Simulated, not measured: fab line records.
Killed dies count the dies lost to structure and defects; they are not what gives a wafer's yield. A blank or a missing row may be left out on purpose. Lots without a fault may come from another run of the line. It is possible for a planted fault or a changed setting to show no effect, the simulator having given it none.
Comparing a struck lot with a sound one ; flow n5Finfet ; 15 out of 1938 route steps
Sound: the wafers L551.2, L551.3, L551.5. Struck: wafer L544.2; the same lot's L544.5 was not struck, so it is left out; see the end for the cause.
Each step with rows lists, per side, the tool, then ch with its chambers, then its first start. Under that, the readings that differ: sound wafers ; struck wafers ; difference of the means ; sigmas: that difference in standard deviations of wafers without a fault.
alike: a reading whose means differ by less than 2 such deviations, as well as words and numbers matching on both sides. not compared: withheld readings; readings where some wafer has no value; bounds like >300 that might hide an equal value; numbers whose values overlap and for which the record gives no deviation.
Wherever a step has rows on one side only, a row that says differs or no value, or a row with sigmas, the two part there. Numbers that don't overlap but have no deviation are shown without sigmas and don't part them. Lack of a reading on every wafer of one side parts them only where that side has two or more wafers.

N5_BEOL_M10_STRIP_77: strips in N2/H2, time 10 s.
  sound: rieDiel-01 ch 0,2; struck: rieDiel-02 ch 3
reading;sound;struck;difference;sigmas
showerheadPlenumPTorr (Torr);2.47 2.46 2.47;2.54;+0.07;+2
  alike: drypumpMotorCurrentA, oesProductAu, rfVppV, throttleValvePct
  not compared: rfHoursCounterH
N5_BEOL_M10_OCD_MEAS_38:
  sound on ocd-02, day 14 10:48; struck on ocd-01, day 13 04:37
  alike: trenchDepthNm
then, 4 steps without rows for these wafers: N5_BEOL_M10_HM_STRIP_39 (strips TiN in peroxide tin strip, target depth 25 nm, time 158 s); N5_BEOL_M10_SRD_40 (time 30 s); N5_BEOL_M10_PRECLEAN_42 (cleans in residue remover, time 60 s); N5_BEOL_M10_SRD_43 (time 30 s).
N5_BEOL_M10_CD_MEAS_35 targets a cd of 70 nm.
  sound on cdSem-01, day 14 10:57; struck on cdSem-01, day 13 04:47
reading;sound;struck;difference;sigmas
cdNm (nm);69.3 70.8 70.4;68.6;-1.6;-3
N5_BEOL_M10_CURE_72: cures SiCOH lowk, time 120 s.
  sound on uvCure-02 ch 2, day 14 11:02; struck on uvCure-01 ch 2, day 13 05:11
  alike: lampPowerPct, wafer_temp_C_max
N5_BEOL_M10_DEGAS_44: time 60 s.
  sound on pvdSputter-03, day 14 11:33; struck on pvdSputter-01, day 13 05:28
  alike: heaterPowerW
then, 1 step without rows for these wafers: N5_BEOL_M10_PRE_CLEAN_45 (time 30 s).
N5_BEOL_M10_ALD_74: deposits TaN, target thk 2 nm, pulse time 2 s, purge time 3 s.
  sound on aldMetal-04 ch 1,3, day 14 11:40; struck on aldMetal-04 ch 1, day 13 05:34
  alike: heaterPowerW, mfcCarrierSccm
then, 1 step without rows for these wafers: N5_BEOL_M10_SURFACE_TREAT_76.
N5_BEOL_M10_CVD_75: deposits Co from CCTBA/H2, target thk 2 nm, time 138.9 s.
  sound on cvdCo-02 ch 0, day 14 12:01; struck on cvdCo-01 ch 1, day 13 05:59
reading;sound;struck;difference;sigmas
runLengthS (s);161.8 161.3 161.5;226.6;+65.1;+99 or more
N5_BEOL_M10_SPUTTER_48: material Cu, target thk 12 nm, time 2 s.
  sound on pvdSputter-03, day 14 12:15; struck on pvdSputter-03, day 13 06:07
  alike: cathodeDcPowerW, throttleValvePct
then, 1 step without rows for these wafers: N5_PASSIVATION_PROBE_49.

## WHERE THEY PART
First at N5_BEOL_M10_STRIP_77; last, within this record, at N5_BEOL_M10_CVD_75. Later steps at which nothing parts them and some readings are alike: N5_BEOL_M10_SPUTTER_48.

WHY: the cause the simulator had injected
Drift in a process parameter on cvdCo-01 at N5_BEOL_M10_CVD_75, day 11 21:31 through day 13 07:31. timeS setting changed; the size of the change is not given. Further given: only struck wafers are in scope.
